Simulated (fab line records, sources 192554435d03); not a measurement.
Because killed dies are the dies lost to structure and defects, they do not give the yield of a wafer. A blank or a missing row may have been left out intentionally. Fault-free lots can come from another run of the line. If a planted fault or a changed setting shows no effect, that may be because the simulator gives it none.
Which of the tools did it? | flow n5Finfet | Sampling: 14 lots, 36 wafers, 4 of 1938 route steps

## WHAT THE GAUGES SHOWED, per wafer
N5_BEOL_M9_CD_MEAS_11: target cd 64.1 nm. Usual: cdNm reads 63.4 nm (standard deviation 0.6).
lot  | measured     | on       | cdNm (nm)      | flag
L335 | day 10 04:01 | cdSem-03 | 63.0 63.3 63.7 | 
L337 | day 10 08:33 | cdSem-02 | 62.6 62.7 62.8 | 
L336 | day 10 22:57 | cdSem-01 | 62.7 63.5      | 
L339 | day 11 06:21 | cdSem-01 | 64.2 63.1 64.0 | 
L340 | day 11 07:31 | cdSem-01 | 62.8 62.6 62.9 | 
L338 | day 12 12:21 | cdSem-03 | 64.2 64.4 62.7 | 
L347 | day 14 04:58 | cdSem-02 | 64.1 63.4 63.6 | 
L349 | day 14 23:43 | cdSem-02 | 64.1 63.4 63.1 | 
L351 | day 15 04:59 | cdSem-03 | 62.6 62.9      | 
L355 | day 15 17:59 | cdSem-03 | 63.8 62.9      | 
L353 | day 15 18:13 | cdSem-02 | 63.3 63.0      | 
L354 | day 15 18:31 | cdSem-03 | 63.5 63.6      | 
L357 | day 15 23:46 | cdSem-03 | 63.2 63.7      | 
L356 | day 16 03:20 | cdSem-01 | 63.3 62.9 63.9 | 

## EACH LOT AND THE TOOL THAT RAN IT (in order: tool; ch and the chambers of the sampled wafers; start)
lot  | N5_BEOL_M8_SURFACE_TREAT_79 | N5_BEOL_M8_DEP_56               | N5_BEOL_M9_HM_DEP_02
L335 | pvdSputter-01, day 9 23:48  | pecvd-04 ch 0,2, day 10 01:40   | pvdSputter-03, day 10 03:31
L337 | pvdSputter-03, day 10 02:50 | pecvd-03 ch 0,1, day 10 04:07   | pvdSputter-03, day 10 08:11
L336 | pvdSputter-03, day 10 17:46 | pecvd-03 ch 1,2, day 10 20:41   | pvdSputter-03, day 10 22:35
L339 | pvdSputter-01, day 10 23:37 | pecvd-04 ch 1,2, day 11 04:56   | pvdSputter-03, day 11 05:59
L340 | pvdSputter-03, day 11 04:08 | pecvd-03 ch 1,2, day 11 05:59   | pvdSputter-03, day 11 07:08
L338 | pvdSputter-01, day 12 08:52 | pecvd-04 ch 0,2, day 12 10:55   | pvdSputter-01, day 12 11:59
L347 | pvdSputter-01, day 14 00:37 | pecvd-04 ch 0,2, day 14 01:40   | pvdSputter-02, day 14 04:28
L349 | pvdSputter-01, day 14 20:08 | pecvd-01 ch 1,2, day 14 21:58   | pvdSputter-02, day 14 23:20
L351 | pvdSputter-01, day 15 01:47 | pecvd-01 ch 0, day 15 02:55     | pvdSputter-02, day 15 04:30
L355 | pvdSputter-01, day 15 11:56 | pecvd-04 ch 1,2, day 15 14:49   | pvdSputter-01, day 15 17:37
L353 | pvdSputter-03, day 15 13:41 | pecvd-03 ch 0,2, day 15 14:53   | pvdSputter-01, day 15 17:43
L354 | pvdSputter-03, day 15 14:49 | pecvd-04 ch 0,2, day 15 16:13   | pvdSputter-01, day 15 18:01
L357 | pvdSputter-02, day 15 18:46 | pecvd-03 ch 0, day 15 19:58     | pvdSputter-02, day 15 23:17
L356 | pvdSputter-02, day 16 00:12 | pecvd-03 ch 0,1,2, day 16 02:02 | pvdSputter-03, day 16 02:50
- N5_BEOL_M8_SURFACE_TREAT_79
- N5_BEOL_M8_DEP_56: deposits SiCN from 3MS/NH3, target thk 10 nm, time 17.5 s.
- N5_BEOL_M9_HM_DEP_02: deposits TiN, target thk 20 nm.

## WHAT THE TOOLS THEMSELVES READ (means of the sampled wafers that have a number; where no wafer has one, the mark that the record gives instead)
N5_BEOL_M8_DEP_56. Usual: chamberPressureTorr 3.000 Torr, standard deviation 0.0075; showerheadPlenumPTorr 3.665 Torr, standard deviation 0.015; throttleValvePct 9.0 %, standard deviation 0.34.
lot  | tool     | chamberPressureTorr (Torr) | showerheadPlenumPTorr (Torr) | throttleValvePct (%) | flag
L335 | pecvd-04 | 3.005                      | 3.674                        | 9.1                  | 
L337 | pecvd-03 | 3.000                      | 3.653                        | 9.0                  | 
L336 | pecvd-03 | 3.000                      | 3.653                        | 8.9                  | 
L339 | pecvd-04 | 3.004                      | 3.678                        | 9.1                  | 
L340 | pecvd-03 | 3.000                      | 3.649                        | 9.2                  | 
L338 | pecvd-04 | 3.000                      | 3.669                        | 9.0                  | 
L347 | pecvd-04 | 2.993                      | 3.671                        | 8.9                  | 
L349 | pecvd-01 | 3.001                      | 3.679                        | 8.8                  | 
L351 | pecvd-01 | 3.000                      | 3.687                        | 8.9                  | 
L355 | pecvd-04 | 2.992                      | 3.677                        | 9.4                  | 
L353 | pecvd-03 | 2.992                      | 3.663                        | 8.9                  | 
L354 | pecvd-04 | 3.002                      | 3.675                        | 8.9                  | 
L357 | pecvd-03 | 3.003                      | 3.660                        | 9.1                  | 
L356 | pecvd-03 | 3.006                      | 3.656                        | 8.9                  | 

N5_BEOL_M9_HM_DEP_02. Usual: throttleValvePct reads 30.3 % (standard deviation 0.97).
lot  | tool          | throttleValvePct (%) | flag
L335 | pvdSputter-03 | 30.0                 | 
L337 | pvdSputter-03 | 30.4                 | 
L336 | pvdSputter-03 | 30.1                 | 
L339 | pvdSputter-03 | 30.0                 | 
L340 | pvdSputter-03 | 30.5                 | 
L338 | pvdSputter-01 | 30.3                 | 
L347 | pvdSputter-02 | 29.8                 | 
L349 | pvdSputter-02 | 30.8                 | 
L351 | pvdSputter-02 | 30.9                 | 
L355 | pvdSputter-01 | 30.1                 | 
L353 | pvdSputter-01 | 29.4                 | 
L354 | pvdSputter-01 | 31.7                 | 
L357 | pvdSputter-02 | 29.6                 | 
L356 | pvdSputter-03 | 29.4                 | 

## THE ANSWER, worked out from the rows above alone
Rule: take the mean of a lot's wafers that have a number; if it is more than 3 standard deviations from the usual mean, the lot is off. Also off: a lot with no number at a reading for which 4 or more lots have one. The other lots that the step has rows for count as sound. Order of review: gauges by route order, followed by the tools' own readings, for which a lot's mean as printed above is used. The first step at which some lot is off is used, and at that step the reading that is off furthest; a lot without a number counts as furthest.
Nothing can be told from this: no lot is off at any reading shown.

## WHAT THE SIMULATOR PUT IN
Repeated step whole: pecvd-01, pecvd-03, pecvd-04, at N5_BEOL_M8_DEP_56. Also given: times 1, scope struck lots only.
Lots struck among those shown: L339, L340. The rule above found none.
